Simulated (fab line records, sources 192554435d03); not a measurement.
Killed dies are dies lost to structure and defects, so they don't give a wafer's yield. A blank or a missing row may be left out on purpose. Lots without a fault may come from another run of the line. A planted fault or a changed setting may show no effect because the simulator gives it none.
Chamber matching | flow n5_finfet | N5_BEOL_M0_SAQP_STRIP_108 on rie_diel-06: 4 sister chambers
The step strips in N2/H2. 8 wafers are shown with their chamber, then 7 later ones without.

WAFERS WITH THEIR CHAMBER
wafer  | chamber | showerhead_plenum_p_Torr (Torr) | drypump_motor_current_A (A)
L076.5 | 3       | 3.20                            | 5.06
L077.2 | 0       | 3.42                            | 5.48
L077.6 | 2       | 3.54                            | 5.98
L081.1 | 3       | 3.20                            | 5.08
L081.3 | 1       | 3.43                            | 5.97
L081.6 | 2       | 3.53                            | 6.00
L085.1 | 0       | 3.41                            | 5.50
L085.2 | 1       | 3.42                            | 6.00

WAFERS WITHOUT THEIR CHAMBER
wafer  | showerhead_plenum_p_Torr (Torr) | drypump_motor_current_A (A)
L085.6 | 3.19                            | 5.08
L094.1 | 3.19                            | 5.08
L094.2 | 3.42                            | 5.98
L094.4 | 3.40                            | 5.49
L096.1 | 3.40                            | 5.48
L096.2 | 3.41                            | 5.98
L096.3 | 3.52                            | 5.99

WHICH CHAMBER EACH WENT THROUGH
wafer  | from the rows above | in truth
L085.6 | 3                   | 3
L094.1 | 3                   | 3
L094.2 | 1                   | 1
L094.4 | 0                   | 0
L096.1 | 0                   | 0
L096.2 | 1                   | 1
L096.3 | 2                   | 2
Placed correctly: 7 of 7. Can't be placed from these rows: 0. Placed wrongly: 0.
How it was worked out, from the rows above alone: a wafer's distance from a chamber is the root of the sum, over the readings, of the square of ((its reading less the chamber's mean) divided by the reading's scatter). The wafer belongs to the nearest chamber; if the next one is less than 2 further off, it can't be placed. A chamber's mean is the mean of its shown wafers. The scatter: the root of (the sum of the squares of (reading less its chamber's mean) over the shown wafers, divided by (wafers less chambers)).
